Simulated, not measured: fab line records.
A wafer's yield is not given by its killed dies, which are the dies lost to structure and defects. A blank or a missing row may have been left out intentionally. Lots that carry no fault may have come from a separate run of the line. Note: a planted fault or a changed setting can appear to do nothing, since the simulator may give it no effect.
Split-lot study || flow n5_finfet || 7 lots, 21 wafers read, on a route of 1938 steps

== THE SPLIT ==
At N5_BEOL_M4_EXPOSE_08 (exposes mask M4), the setting dose_mj was moved away from the recipe's 41.25 on 9 of the 21 wafers read, by -4.0% to +6.1%. All remaining wafers had this setting at the recipe value.

== FROM THE SPLIT TO THE READING: what the file shows between them, 2 steps ==
- N5_BEOL_M4_PEB_09: peb time 60 s
- N5_BEOL_M4_DEVELOP_10: develop time 30 s

== THE READING ==
At N5_BEOL_M4_CD_MEAS_11: cd_nm in nanometres, against a target cd of 16.79 nm. Typical for fault-free wafers on this fab line: 16.76 nm, with standard deviation 0.23 nm.

{"wafer": "L076.3", "tool, chamber at the split": "euv_scanner-01, 0", "dose_mj as run": 41.25, "against the recipe": "recipe", "cd_nm, nm": 16.76, "against lot-mates on the recipe": "-"}
{"wafer": "L076.5", "tool, chamber at the split": "euv_scanner-01, 0", "dose_mj as run": 41.25, "against the recipe": "recipe", "cd_nm, nm": 17.13, "against lot-mates on the recipe": "-"}
{"wafer": "L076.6", "tool, chamber at the split": "euv_scanner-01, 0", "dose_mj as run": 41.25, "against the recipe": "recipe", "cd_nm, nm": 16.71, "against lot-mates on the recipe": "-"}
{"wafer": "L080.2", "tool, chamber at the split": "euv_scanner-02, 0", "dose_mj as run": 41.25, "against the recipe": "recipe", "cd_nm, nm": 16.54, "against lot-mates on the recipe": "-"}
{"wafer": "L080.5", "tool, chamber at the split": "euv_scanner-02, 0", "dose_mj as run": 41.25, "against the recipe": "recipe", "cd_nm, nm": 16.86, "against lot-mates on the recipe": "-"}
{"wafer": "L080.6", "tool, chamber at the split": "euv_scanner-02, 0", "dose_mj as run": 40.45, "against the recipe": "-1.9%", "cd_nm, nm": 16.58, "against lot-mates on the recipe": -0.12}
{"wafer": "L082.3", "tool, chamber at the split": "euv_scanner-01, 0", "dose_mj as run": 43.78, "against the recipe": "+6.1%", "cd_nm, nm": 17.79, "against lot-mates on the recipe": "+1.44"}
{"wafer": "L082.5", "tool, chamber at the split": "euv_scanner-01, 0", "dose_mj as run": 43.78, "against the recipe": "+6.1%", "cd_nm, nm": 17.82, "against lot-mates on the recipe": "+1.47"}
{"wafer": "L082.6", "tool, chamber at the split": "euv_scanner-01, 0", "dose_mj as run": 41.25, "against the recipe": "recipe", "cd_nm, nm": 16.35, "against lot-mates on the recipe": "-"}
{"wafer": "L084.1", "tool, chamber at the split": "euv_scanner-01, 0", "dose_mj as run": 43.38, "against the recipe": "+5.2%", "cd_nm, nm": 17.45, "against lot-mates on the recipe": "no lot-mate on the recipe"}
{"wafer": "L084.2", "tool, chamber at the split": "euv_scanner-01, 0", "dose_mj as run": 43.38, "against the recipe": "+5.2%", "cd_nm, nm": 17.45, "against lot-mates on the recipe": "no lot-mate on the recipe"}
{"wafer": "L084.6", "tool, chamber at the split": "euv_scanner-01, 0", "dose_mj as run": 43.38, "against the recipe": "+5.2%", "cd_nm, nm": 17.86, "against lot-mates on the recipe": "no lot-mate on the recipe"}
{"wafer": "L094.1", "tool, chamber at the split": "euv_scanner-02, 0", "dose_mj as run": 41.25, "against the recipe": "recipe", "cd_nm, nm": 16.52, "against lot-mates on the recipe": "-"}
{"wafer": "L094.4", "tool, chamber at the split": "euv_scanner-02, 0", "dose_mj as run": 41.25, "against the recipe": "recipe", "cd_nm, nm": 16.66, "against lot-mates on the recipe": "-"}
{"wafer": "L094.5", "tool, chamber at the split": "euv_scanner-02, 0", "dose_mj as run": 41.25, "against the recipe": "recipe", "cd_nm, nm": 16.35, "against lot-mates on the recipe": "-"}
{"wafer": "L089.1", "tool, chamber at the split": "euv_scanner-01, 0", "dose_mj as run": 43.34, "against the recipe": "+5.1%", "cd_nm, nm": 17.86, "against lot-mates on the recipe": "+1.33"}
{"wafer": "L089.4", "tool, chamber at the split": "euv_scanner-01, 0", "dose_mj as run": 41.25, "against the recipe": "recipe", "cd_nm, nm": 16.31, "against lot-mates on the recipe": "-"}
{"wafer": "L089.6", "tool, chamber at the split": "euv_scanner-01, 0", "dose_mj as run": 41.25, "against the recipe": "recipe", "cd_nm, nm": 16.75, "against lot-mates on the recipe": "-"}
{"wafer": "L091.3", "tool, chamber at the split": "euv_scanner-02, 0", "dose_mj as run": 39.59, "against the recipe": "-4.0%", "cd_nm, nm": 15.97, "against lot-mates on the recipe": -0.55}
{"wafer": "L091.4", "tool, chamber at the split": "euv_scanner-02, 0", "dose_mj as run": 41.25, "against the recipe": "recipe", "cd_nm, nm": 16.52, "against lot-mates on the recipe": "-"}
{"wafer": "L091.5", "tool, chamber at the split": "euv_scanner-02, 0", "dose_mj as run": 39.59, "against the recipe": "-4.0%", "cd_nm, nm": 15.89, "against lot-mates on the recipe": -0.63}

THE FIT
A straight line over all 21 wafers: cd_nm changes by +0.187 nm for each +1% of dose_mj; r = +0.94; the points scatter about the line by 0.22 nm.
The same after taking each lot's own level away (the mean of its wafers on the recipe; 18 wafers): +0.212 nm for each +1%; r = +0.96; scatter 0.18 nm.
The reading moves by 1.3 nm for the largest change in dose_mj, on that fit.
The span of the lots' own levels, 16.350 to 16.867 nm, comes to 2.2 times the standard deviation stated above.
In other words, the slope is changed by the lot-to-lot level; the two fits disagree.
Check: with one of the wafers moved furthest among these (+6.1%) left out of the fit, the line predicts +1.35 nm for it against its lot-mates. Against them it came out at +1.44 nm.

== OTHER SPLITS APPLIED TO THESE WAFERS ==
Before the reading, these wafers also passed through other splits. Each is held against what the fit with the lots' levels taken away leaves over:
{"other split on the same wafers": "N5_BEOL_M2_ETCH_64 bias_w", "wafers away from the commonest value": 7, "r with cd_nm (lot level and that fit taken away)": "+0.19"}
{"other split on the same wafers": "N5_BEOL_M2_TRENCH_ETCH_37 time_s", "wafers away from the commonest value": 9, "r with cd_nm (lot level and that fit taken away)": -0.06}
{"other split on the same wafers": "N5_BEOL_M3_ETCH_64 time_s", "wafers away from the commonest value": 6, "r with cd_nm (lot level and that fit taken away)": -0.16}
{"other split on the same wafers": "N5_BEOL_M3_COAT_67 spin_rpm", "wafers away from the commonest value": 6, "r with cd_nm (lot level and that fit taken away)": -0.38}
{"other split on the same wafers": "N5_BEOL_M4_COAT_73 spin_rpm", "wafers away from the commonest value": 6, "r with cd_nm (lot level and that fit taken away)": "+0.01"}

== THE WHOLE CHAIN: every reading that the file lists as answering this split, in the file's order ==
{"step": "N5_BEOL_M4_CD_MEAS_11", "what it does": "target cd 16.79 nm", "reading": "cd_nm", "change (the file's fit)": "+0.22 nm for each +1% of the setting", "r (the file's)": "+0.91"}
{"step": "N5_BEOL_M4_ETCH_74", "what it does": "etches underlayer in N2/H2, target depth 6.5 nm, time 5.2 s", "reading": "BEOL_M4.cd_offset_nm (the simulator's own value, which no gauge read)", "change (the file's fit)": "+0.203 nm for each +1% of the setting", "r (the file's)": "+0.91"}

== THE FILE'S OWN FIT ==
cd_nm changes by +0.22 nm for each +1% of dose_mj, r = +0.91.
